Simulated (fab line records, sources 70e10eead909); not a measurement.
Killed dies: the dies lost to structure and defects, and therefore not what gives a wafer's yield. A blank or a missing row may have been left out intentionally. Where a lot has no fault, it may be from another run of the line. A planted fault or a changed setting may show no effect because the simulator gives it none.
Chamber matching / flow nand harc / 4 sister chambers for NHARC_A_STAIRCASE_CMP_152 on cmp-03
The step polishes. 8 wafers are shown with their chamber, then 7 later ones without.

## WAFERS WITH THEIR CHAMBER
wafer=L077.3; chamber=1; motor current A (A)=11.5; slurry filter dp kPa (kPa)=13.41
wafer=L079.2; chamber=2; motor current A (A)=14.5; slurry filter dp kPa (kPa)=13.62
wafer=L079.4; chamber=0; motor current A (A)=12.4; slurry filter dp kPa (kPa)=13.51
wafer=L080.3; chamber=1; motor current A (A)=11.0; slurry filter dp kPa (kPa)=13.47
wafer=L080.5; chamber=2; motor current A (A)=14.7; slurry filter dp kPa (kPa)=13.56
wafer=L080.6; chamber=3; motor current A (A)=11.6; slurry filter dp kPa (kPa)=13.41
wafer=L081.1; chamber=0; motor current A (A)=12.4; slurry filter dp kPa (kPa)=13.58
wafer=L081.4; chamber=3; motor current A (A)=11.6; slurry filter dp kPa (kPa)=13.54

## WAFERS MISSING THEIR CHAMBER
wafer=L081.6; motor current A (A)=10.7; slurry filter dp kPa (kPa)=13.65
wafer=L086.2; motor current A (A)=12.4; slurry filter dp kPa (kPa)=13.27
wafer=L086.4; motor current A (A)=10.9; slurry filter dp kPa (kPa)=13.39
wafer=L086.6; motor current A (A)=12.5; slurry filter dp kPa (kPa)=13.30
wafer=L090.2; motor current A (A)=10.6; slurry filter dp kPa (kPa)=13.68
wafer=L090.3; motor current A (A)=11.6; slurry filter dp kPa (kPa)=13.68
wafer=L090.5; motor current A (A)=10.6; slurry filter dp kPa (kPa)=13.66

## THE CHAMBER EACH PASSED THROUGH
wafer=L081.6; from the rows above=can't be placed: 1 or 3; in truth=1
wafer=L086.2; from the rows above=can't be placed: 0 or 3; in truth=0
wafer=L086.4; from the rows above=can't be placed: 1 or 3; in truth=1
wafer=L086.6; from the rows above=can't be placed: 0 or 3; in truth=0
wafer=L090.2; from the rows above=can't be placed: 1 or 3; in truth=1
wafer=L090.3; from the rows above=can't be placed: 3 or 1 or 0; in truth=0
wafer=L090.5; from the rows above=can't be placed: 1 or 3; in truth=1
Placed correctly: 0 of 7. Unplaceable from these rows: 7, with the true chamber sitting among the candidates in 7. Number placed wrongly: 0.
How it was worked out, from the rows above alone: a wafer's distance from a chamber is the root of the sum, over the readings, of the square of ((its reading less the chamber's mean) divided by the reading's scatter). If the next closest chamber is less than 2 further off than the closest, the wafer can't be placed; otherwise it belongs to the closest. The mean given for a chamber averages the wafers shown for that chamber. How the scatter is found: for the shown wafers, subtract from each reading the mean of its chamber, square and add these, divide the total by (wafers less chambers), then take the root.
